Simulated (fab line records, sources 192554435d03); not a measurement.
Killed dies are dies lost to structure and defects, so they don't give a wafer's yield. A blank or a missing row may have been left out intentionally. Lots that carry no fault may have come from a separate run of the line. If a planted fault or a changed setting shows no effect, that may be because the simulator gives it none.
One fault seen from 3 desks | flow n5 finfet | each desk holds nothing but its own numbers, with what lay behind them at the end

== THE DEFECT DESK ==
For each lot, the counts of the inspections along the route, averaged over the sampled wafers that have a number. Marked OUT: a lot whose mean sits more than 4 standard deviations from the usual mean, which makes it out of limits; the brackets give that distance.
Columns: A = raw defect count at N5_BEOL_M2_INSPECT_59, usual 64
lot  | first seen here | A
L651 | day 7 08:07     | 55
L652 | day 7 12:56     | 61
L654 | day 8 03:51     | 80
L656 | day 8 20:00     | 88
L658 | day 9 03:21     | 47
L660 | day 9 20:49     | 77
L664 | day 10 18:52    | 51
L670 | day 12 11:08    | 56
L671 | day 12 14:11    | 70
L672 | day 12 14:41    | 46
This desk's verdict: no lot among the 10 shows anything out of limits.

== METROLOGY DESK ==
Means of the sampled wafers that have a number, per lot and without regard to the tool the lot ran on: this is what the gauges read. Marked OUT: a lot whose mean sits more than 4 standard deviations from the usual mean, which makes it out of limits; the brackets give that distance. Of its 10 readings 7 are shown: those that lie furthest out on some lot.
Columns: A = DIBL_N at N5_BEOL_M4_RC_MEAS_101, usual 36.4 mV/V; B = DIBL_P at N5_BEOL_M4_RC_MEAS_101, usual 36.3 mV/V; C = IOFF_N at N5_BEOL_M4_RC_MEAS_101, usual 0.162 nA/um; D = IOFF_P at N5_BEOL_M4_RC_MEAS_101, usual 0.211 nA/um; E = ION_N at N5_BEOL_M4_RC_MEAS_101, usual 676 uA/um; F = SS_P at N5_BEOL_M4_RC_MEAS_101, usual 73.3 mV/dec; G = VT_N at N5_BEOL_M4_RC_MEAS_101, usual 249.3 mV
lot  | first seen here | A    | B    | C     | D     | E   | F    | G
L651 | day 8 05:42     | 36.9 | 36.1 | 0.170 | 0.216 | 683 | 73.1 | 247.9
L652 | day 8 12:34     | 35.8 | 36.0 | 0.149 | 0.218 | 668 | 73.6 | 252.6
L654 | day 9 03:29     | 36.6 | 36.8 | 0.173 | 0.215 | 694 | 73.8 | 247.8
L656 | day 9 20:55     | 35.8 | 36.0 | 0.152 | 0.212 | 668 | 72.7 | 250.6
L658 | day 10 10:47    | 35.7 | 36.5 | 0.166 | 0.218 | 665 | 72.8 | 247.7
L660 | day 10 20:30    | 36.7 | 35.6 | 0.153 | 0.206 | 664 | 72.9 | 249.2
L664 | day 11 14:55    | 35.2 | 35.5 | 0.163 | 0.223 | 684 | 73.8 | 245.2
L670 | day 13 06:31    | 37.0 | 36.6 | 0.168 | 0.205 | 676 | 74.3 | 248.4
L671 | day 13 08:16    | 38.7 | 38.9 | 0.202 | 0.247 | 694 | 74.3 | 247.2
L672 | day 13 09:50    | 35.6 | 34.7 | 0.145 | 0.198 | 679 | 73.2 | 249.4
This desk's verdict: no lot among the 10 shows anything out of limits.

== FOR THE TOOL OWNER'S DESK: cmp-04 ==
The tool's own readings at N5_BEOL_M2_CMP_52 (polishes, stops on SiOC, t overpolish 6.8 s, target thk 40 nm): means of the sampled wafers that have a number, for each lot that ran on this tool. Marked OUT: a lot whose mean sits more than 4 standard deviations from the usual mean, which makes it out of limits; the brackets give that distance.
Columns: A = barrier field endpoint s at N5_BEOL_M2_CMP_52, usual 24.8 s; B = clearing platen down force psi at N5_BEOL_M2_CMP_52, usual 1.5001 psi; C = motor current A at N5_BEOL_M2_CMP_52, usual 6.4 A; D = overpolish run s at N5_BEOL_M2_CMP_52, usual 6.800 s; E = time to endpoint s at N5_BEOL_M2_CMP_52, usual 64.1 s
lot  | first seen here | A               | B      | C   | D     | E
L651 | day 7 07:32     | 24.7            | 1.4986 | 6.3 | 6.808 | 64.8
L652 | day 7 12:21     | 25.6            | 1.5027 | 6.0 | 6.795 | 71.2
L658 | day 9 02:49     | 24.0            | 1.5024 | 6.2 | 6.797 | 61.2
L660 | day 9 20:12     | 25.5            | 1.5008 | 6.0 | 6.798 | 64.6
L664 | day 10 18:19    | 19.7 (-9.4) OUT | 1.5046 | 5.8 | 6.809 | 51.2 (-4.8) OUT
This desk's finding: out of limits on L664; first on L664, day 10 18:19 (barrier field endpoint s at N5_BEOL_M2_CMP_52). In limits: L651, L652, L658, L660.

== ALL TOGETHER ==
On L664, at day 10 18:19, an alarm was possible from the tool owner's desk.
Nothing the defect desk looked at was out of limits.
Nothing out of limits was seen by the metrology desk.
The defect desk has L664 on record, within its limits.
The metrology desk has L664 on record, within its limits.
N5_BEOL_M2_CMP_52 was run on cmp-04 by each of the lots named.

== WHAT THE SIMULATOR PUT IN ==
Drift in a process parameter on cmp-04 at N5_BEOL_M2_CMP_52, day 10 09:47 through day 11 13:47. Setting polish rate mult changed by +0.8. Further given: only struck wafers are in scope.
Lots struck among those shown: L664.
How many hours passed from the start of the fault until each desk's first out-of-limits reading: the tool owner's desk, 9.
